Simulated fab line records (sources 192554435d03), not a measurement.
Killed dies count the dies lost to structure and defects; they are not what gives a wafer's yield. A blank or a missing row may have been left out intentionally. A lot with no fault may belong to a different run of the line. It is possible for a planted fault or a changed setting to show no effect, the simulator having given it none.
What tool caused it? + flow n5-finfet + 36 wafers from 12 lots sampled at 4 of the route's 1938 steps

== WHAT THE GAUGES READ, wafer by wafer ==
N5_BEOL_M15_INSPECT_12: inspects for defects (macro).
| lot  | measured     | on                | raw-defect-count |
|------|--------------|-------------------|------------------|
| L074 | day 13 08:27 | defect-inspect-01 | 1 4 3            |
| L077 | day 13 14:47 | defect-inspect-01 | 2 2 0            |
| L079 | day 14 01:34 | defect-inspect-01 | 1 1 3            |
| L081 | day 14 13:39 | defect-inspect-01 | 2 1 2            |
| L083 | day 14 20:20 | defect-inspect-02 | 1 2 0            |
| L085 | day 15 00:07 | defect-inspect-01 | 0 2 3            |
| L088 | day 16 04:49 | defect-inspect-01 | 0 0 2            |
| L091 | day 16 10:01 | defect-inspect-01 | 0 2 3            |
| L090 | day 17 09:58 | defect-inspect-02 | 5 2 2            |
| L092 | day 18 05:31 | defect-inspect-02 | 1 3 4            |
| L095 | day 18 22:45 | defect-inspect-02 | 3 1 5            |
| L096 | day 19 01:07 | defect-inspect-02 | 2 2 2            |

== WHAT TOOL EACH LOT RAN ON (gives the tool, then ch and the chambers of the sampled wafers, and finally the start) ==
| lot  | N5_BEOL_M14_STRIP_63                          | N5_BEOL_M14_STRIP_64                          | N5_BEOL_M14_DEP_53              |
|------|-----------------------------------------------|-----------------------------------------------|---------------------------------|
| L074 | rie-diel-05 ch 2,3, day 13 07:43 or earlier   | rie-diel-05 ch 2,3, day 13 07:43 or earlier   | pecvd-03 ch 1,2, day 13 07:43   |
| L077 | rie-diel-05 ch 1,2, day 13 13:55 or earlier   | rie-diel-05 ch 1,2, day 13 13:55 or earlier   | pecvd-03 ch 0,1,2, day 13 13:55 |
| L079 | rie-diel-06 ch 0,1, day 14 00:42 or earlier   | rie-diel-06 ch 0,1, day 14 00:42 or earlier   | pecvd-03 ch 0,1, day 14 00:42   |
| L081 | rie-diel-05 ch 0,1,3, day 14 12:55 or earlier | rie-diel-05 ch 0,1,3, day 14 12:55 or earlier | pecvd-04 ch 1,2, day 14 12:55   |
| L083 | rie-diel-04 ch 2,3, day 14 19:29 or earlier   | rie-diel-04 ch 2,3, day 14 19:29 or earlier   | pecvd-04 ch 0,2, day 14 19:29   |
| L085 | rie-diel-05 ch 1,2,3, day 14 23:15 or earlier | rie-diel-05 ch 1,2,3, day 14 23:15 or earlier | pecvd-03 ch 0,2, day 14 23:15   |
| L088 | rie-diel-04 ch 0,2,3, day 16 03:58 or earlier | rie-diel-04 ch 0,2,3, day 16 03:58 or earlier | pecvd-04 ch 1,2, day 16 03:58   |
| L091 | rie-diel-04 ch 2,3, day 16 09:07 or earlier   | rie-diel-04 ch 2,3, day 16 09:07 or earlier   | pecvd-03 ch 0,2, day 16 09:07   |
| L090 | rie-diel-05 ch 0,2,3, day 17 09:07 or earlier | rie-diel-05 ch 0,2,3, day 17 09:07 or earlier | pecvd-04 ch 0,1,2, day 17 09:07 |
| L092 | rie-diel-05 ch 0,2,3, day 18 04:48 or earlier | rie-diel-05 ch 0,2,3, day 18 04:48 or earlier | pecvd-04 ch 0,1,2, day 18 04:48 |
| L095 | rie-diel-06 ch 0,1, day 18 21:54 or earlier   | rie-diel-06 ch 0,1, day 18 21:54 or earlier   | pecvd-03 ch 0,2, day 18 21:54   |
| L096 | rie-diel-05 ch 0,1, day 19 00:09 or earlier   | rie-diel-05 ch 0,1, day 19 00:09 or earlier   | pecvd-01 ch 0,2, day 19 00:09   |
- N5_BEOL_M14_STRIP_63: strips in O2.
- N5_BEOL_M14_STRIP_64: strips in O2.
- N5_BEOL_M14_DEP_53: deposits SiCN from 3MS/NH3, target thk 50 nm, time 17.8 s.

== THE ANSWER, worked out from the rows above alone ==
Rule: usual is defined by the lots themselves. The widest of any qualifying gaps counts: lots, ordered by their means at a reading, are off when they make up no more than a third of the lots, leave a main group of 4 or more, and stand apart from it by 3 or more times the standard deviation of that group's means. A main group is skipped when, at the precision printed for the reading in the tables above, its means are all equal. A lot without any number at a reading at which 4 lots or more have one is off too. The other lots that the step has rows for count as sound.
No lot is off on any of the readings shown, so nothing can be concluded from this.

== WHAT THE SIMULATOR HAD PUT IN ==
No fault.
